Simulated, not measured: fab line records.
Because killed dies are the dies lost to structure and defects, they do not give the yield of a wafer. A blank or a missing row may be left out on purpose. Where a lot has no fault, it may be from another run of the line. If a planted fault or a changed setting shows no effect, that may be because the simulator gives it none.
Chamber matching ; flow n5 finfet ; 4 sister chambers for N5_BEOL_M3_VIA_ETCH_34 on rie diel-03
The step etches the open film in C4F6/O2, target depth 69.4 nm, time 65.9 s. 4 wafers are shown with their chamber, then 7 later ones without.

== WAFERS PAIRED WITH THEIR CHAMBERS ==
wafer;chamber;showerhead plenum p Torr (Torr)
L088.4;1;2.71
L093.4;0;2.94
L092.1;2;2.92
L092.3;3;2.77

== WAFERS WITHOUT THEIR CHAMBER ==
wafer;showerhead plenum p Torr (Torr)
L092.4;2.77
L095.3;2.70
L095.5;2.76
L095.6;2.92
L096.1;2.70
L096.4;2.93
L096.5;2.76

== WHICH CHAMBER EACH WENT THROUGH ==
wafer;from the rows above;in truth
L092.4;3;3
L095.3;1;1
L095.5;3;3
L095.6;2;2
L096.1;1;1
L096.4;can't be placed: 0 or 2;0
L096.5;3;3
Correct placement for 6 of the 7. Cannot be placed on the basis of these rows: 1; the candidates contain the true chamber in 1. Placed wrongly: 0.
How it was worked out, from the rows above alone: a wafer's distance from a chamber is the root of the sum, over the readings, of the square of ((its reading less the chamber's mean) divided by the reading's scatter). If the next closest chamber is less than 2 further off than the closest, the wafer can't be placed; otherwise it belongs to the closest. The mean given for a chamber averages the wafers shown for that chamber. The scatter: root of mean squared gap, hidden wafer to nearest shown wafer, with one shown wafer a chamber.
